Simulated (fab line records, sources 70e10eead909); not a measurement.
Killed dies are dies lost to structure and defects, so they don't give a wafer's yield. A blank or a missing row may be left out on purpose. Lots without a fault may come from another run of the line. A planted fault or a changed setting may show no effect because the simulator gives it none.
Which tool did it? | flow nand_harc | 12 lots, 36 wafers sampled, at 3 steps of a route of 1159

WHAT THE GAUGES READ, wafer by wafer
NHARC_A_SGD_CUT_INSPECT_11.
lot  | measured     | on                | raw_defect_count
L075 | day 14 02:22 | defect_inspect-01 | 8 6 8
L077 | day 14 15:08 | defect_inspect-01 | 9 6 3
L079 | day 15 03:35 | defect_inspect-01 | 24 24 19
L080 | day 15 17:38 | defect_inspect-02 | 20 28 14
L082 | day 16 04:02 | defect_inspect-01 | 34 34 29
L086 | day 17 00:27 | defect_inspect-01 | 5 6 13
L084 | day 17 10:13 | defect_inspect-02 | 6 8 14
L088 | day 17 13:04 | defect_inspect-01 | 8 10 10
L094 | day 18 10:44 | defect_inspect-02 | 36 31 26
L093 | day 18 11:01 | defect_inspect-02 | 13 17 10
L097 | day 19 17:02 | defect_inspect-02 | 13 16 20
L095 | day 19 17:45 | defect_inspect-02 | 11 13 15

WHICH TOOL RAN EACH LOT (tool, then ch and the chambers of the sampled wafers, then the start)
lot  | NHARC_A_STAIRCASE_ETCH_444         | NHARC_A_STAIRCASE_ETCHBACK_422
L075 | rie_diel-11 ch 0,2, day 13 20:28   | rie_diel-12 ch 0,2,3, day 14 00:04
L077 | rie_diel-04 ch 0,2,3, day 14 09:19 | rie_diel-04 ch 1,2,3, day 14 12:58
L079 | rie_diel-12 ch 0,1,3, day 14 21:43 | rie_diel-04 ch 0,2,3, day 15 01:28
L080 | rie_diel-11 ch 0,1, day 15 11:56   | rie_diel-11 ch 2,3, day 15 15:27
L082 | rie_diel-04 ch 1,3, day 15 22:14   | rie_diel-04 ch 0,2,3, day 16 01:53
L086 | rie_diel-12 ch 1,2, day 16 18:31   | rie_diel-11 ch 0,2, day 16 21:55
L084 | rie_diel-04 ch 0,1,2, day 17 04:27 | rie_diel-11 ch 0,1,3, day 17 08:03
L088 | rie_diel-04 ch 2,3, day 17 07:18   | rie_diel-04 ch 0,2,3, day 17 10:55
L094 | rie_diel-11 ch 0,1, day 18 04:58   | rie_diel-12 ch 1,2,3, day 18 08:34
L093 | rie_diel-12 ch 0,1,3, day 18 05:43 | rie_diel-04 ch 0,2, day 18 08:52
L097 | rie_diel-12 ch 2,3, day 19 10:32   | rie_diel-04 ch 0,1,3, day 19 14:35
L095 | rie_diel-11 ch 1,2,3, day 19 11:57 | rie_diel-04 ch 0,1,2, day 19 15:34
- NHARC_A_STAIRCASE_ETCH_444: etches the open film in C4F8/O2, target depth 10200 nm, time 3400 s.
- NHARC_A_STAIRCASE_ETCHBACK_422: etches the open film in CH3F/O2, target depth 40 nm, time 74.286 s.

THE ANSWER, worked out from the rows above alone
Rule: what is usual is taken from the lots themselves. Put in order of their means at a reading, lots are off if they are a third of the lots or fewer, leave a main group of 4 or more, and stand apart from it by a gap of 3 or more times the standard deviation of the main group's means; of several such gaps the widest counts. A main group whose means are all the same, to the digits that the tables above print for the reading, isn't used. A lot without any number at a reading at which 4 lots or more have one is off too. The other lots that the step has rows for count as sound.
No lot is off at any reading shown: from this, nothing can be told.

WHAT THE SIMULATOR HAD PUT IN
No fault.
